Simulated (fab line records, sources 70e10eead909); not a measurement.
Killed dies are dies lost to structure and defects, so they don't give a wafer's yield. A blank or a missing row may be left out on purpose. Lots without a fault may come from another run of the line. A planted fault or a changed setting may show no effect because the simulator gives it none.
Chamber matching | flow nand_harc | NHARC_A_STAIRCASE_TRIM_196 on rie_diel-07: 4 sister chambers
The step chemistry O2, time 211.2 s. 16 wafers are shown with their chamber, then 8 later ones without.

WAFERS WITH THEIR CHAMBER
wafer  | chamber | drypump_motor_current_A (A) | showerhead_plenum_p_Torr (Torr) | oes_product_au (a.u.)
L074.1 | 0       | 5.4                         | 3.29                            | 1.003
L074.3 | 1       | 5.7                         | 3.45                            | 0.997
L074.6 | 3       | 5.4                         | 3.53                            | 1.009
L085.1 | 3       | 5.5                         | 3.51                            | 0.995
L085.4 | 1       | 5.7                         | 3.43                            | 1.004
L085.5 | 1       | 5.7                         | 3.42                            | 1.004
L083.2 | 1       | 5.7                         | 3.42                            | 0.995
L083.4 | 3       | 5.5                         | 3.51                            | 0.989
L083.6 | 1       | 5.7                         | 3.42                            | 1.000
L084.3 | 3       | 5.5                         | 3.51                            | 1.007
L084.4 | 0       | 5.4                         | 3.27                            | 1.011
L084.5 | 2       | 5.4                         | 3.35                            | 1.000
L086.2 | 3       | 5.5                         | 3.51                            | 0.999
L086.3 | 0       | 5.4                         | 3.81                            | 1.003
L086.4 | 2       | 5.4                         | 3.35                            | 0.987
L088.3 | 3       | 5.5                         | 3.50                            | 1.004

SIGNATURES (means of the wafers above)
reading                  | chamber 0 | chamber 1 | chamber 2 | chamber 3 | scatter within a chamber
drypump_motor_current_A  | 5.400     | 5.700     | 5.400     | 5.483     | 0.0264
showerhead_plenum_p_Torr | 3.4567    | 3.4280    | 3.3500    | 3.5117    | 0.125
oes_product_au           | 1.00567   | 1.00000   | 0.99350   | 1.00050   | 0.00636
Rule: a wafer's distance from a chamber is the root of the sum, over the readings, of the square of ((its reading less the chamber's mean) divided by the reading's scatter). The wafer belongs to the nearest chamber; if the next one is less than 2 further off, it can't be placed. The scatter: the root of (the sum of the squares of (reading less its chamber's mean) over the shown wafers, divided by (wafers less chambers)).

WAFERS WITHOUT THEIR CHAMBER
wafer  | drypump_motor_current_A (A) | showerhead_plenum_p_Torr (Torr) | oes_product_au (a.u.)
L088.4 | 5.7                         | 3.42                            | 1.007
L088.6 | 5.5                         | 3.50                            | 1.000
L091.2 | 5.7                         | 3.42                            | 1.002
L091.3 | 5.5                         | 3.50                            | 0.990
L091.5 | 5.5                         | 3.80                            | 0.992
L096.2 | 5.4                         | 3.79                            | 0.999
L096.3 | 5.7                         | 3.41                            | 0.995
L096.6 | 5.4                         | 3.33                            | 0.995

WHICH CHAMBER EACH WENT THROUGH
wafer  | from the rows above          | in truth
L088.4 | 1                            | 1
L088.6 | 3                            | 3
L091.2 | 1                            | 1
L091.3 | 3                            | 3
L091.5 | 3                            | 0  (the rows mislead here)
L096.2 | can't be placed: 0 or 2 or 3 | 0
L096.3 | 1                            | 1
L096.6 | can't be placed: 2 or 0      | 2
Placed correctly: 5 of 8. Can't be placed from these rows: 2 (the true chamber is among the candidates in 2). Placed wrongly: 1.
